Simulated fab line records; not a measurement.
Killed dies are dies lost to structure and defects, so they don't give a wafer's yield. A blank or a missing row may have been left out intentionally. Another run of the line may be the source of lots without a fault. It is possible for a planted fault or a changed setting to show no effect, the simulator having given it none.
Matching of chambers / flow nand_harc / NHARC_P_GATE_STRIP_108 on rie_diel-07: 4 sister chambers
The step strips in O2. 4 wafers are shown with their chamber, then 9 later ones without.

EACH WAFER AND ITS CHAMBER
wafer=L187.3; chamber=1; showerhead_plenum_p_Torr (Torr)=3.78
wafer=L197.1; chamber=3; showerhead_plenum_p_Torr (Torr)=3.38
wafer=L197.2; chamber=0; showerhead_plenum_p_Torr (Torr)=3.60
wafer=L197.6; chamber=2; showerhead_plenum_p_Torr (Torr)=3.38

WAFERS WHOSE CHAMBER IS MISSING
wafer=L196.3; showerhead_plenum_p_Torr (Torr)=3.77
wafer=L196.4; showerhead_plenum_p_Torr (Torr)=3.38
wafer=L196.6; showerhead_plenum_p_Torr (Torr)=3.78
wafer=L199.2; showerhead_plenum_p_Torr (Torr)=3.38
wafer=L199.3; showerhead_plenum_p_Torr (Torr)=3.38
wafer=L199.6; showerhead_plenum_p_Torr (Torr)=3.77
wafer=L200.2; showerhead_plenum_p_Torr (Torr)=3.77
wafer=L200.4; showerhead_plenum_p_Torr (Torr)=3.38
wafer=L200.6; showerhead_plenum_p_Torr (Torr)=3.60

THE CHAMBER EACH PASSED THROUGH
wafer=L196.3; from the rows above=1; in truth=1
wafer=L196.4; from the rows above=can't be placed: 2 or 3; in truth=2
wafer=L196.6; from the rows above=1; in truth=1
wafer=L199.2; from the rows above=can't be placed: 2 or 3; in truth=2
wafer=L199.3; from the rows above=can't be placed: 2 or 3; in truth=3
wafer=L199.6; from the rows above=1; in truth=1
wafer=L200.2; from the rows above=1; in truth=1
wafer=L200.4; from the rows above=can't be placed: 2 or 3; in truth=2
wafer=L200.6; from the rows above=0; in truth=0
5 of 9 placed correctly. These rows do not allow placing 4 (true chamber among the candidates in 4). Wrongly placed: 0.
How it was worked out, from the rows above alone: a wafer's distance from a chamber is the root of the sum, over the readings, of the square of ((its reading less the chamber's mean) divided by the reading's scatter). If the next closest chamber is less than 2 further off than the closest, the wafer can't be placed; otherwise it belongs to the closest. A chamber's mean is the mean of its shown wafers. The scatter: root of mean squared gap, hidden wafer to nearest shown wafer, with one shown wafer a chamber.
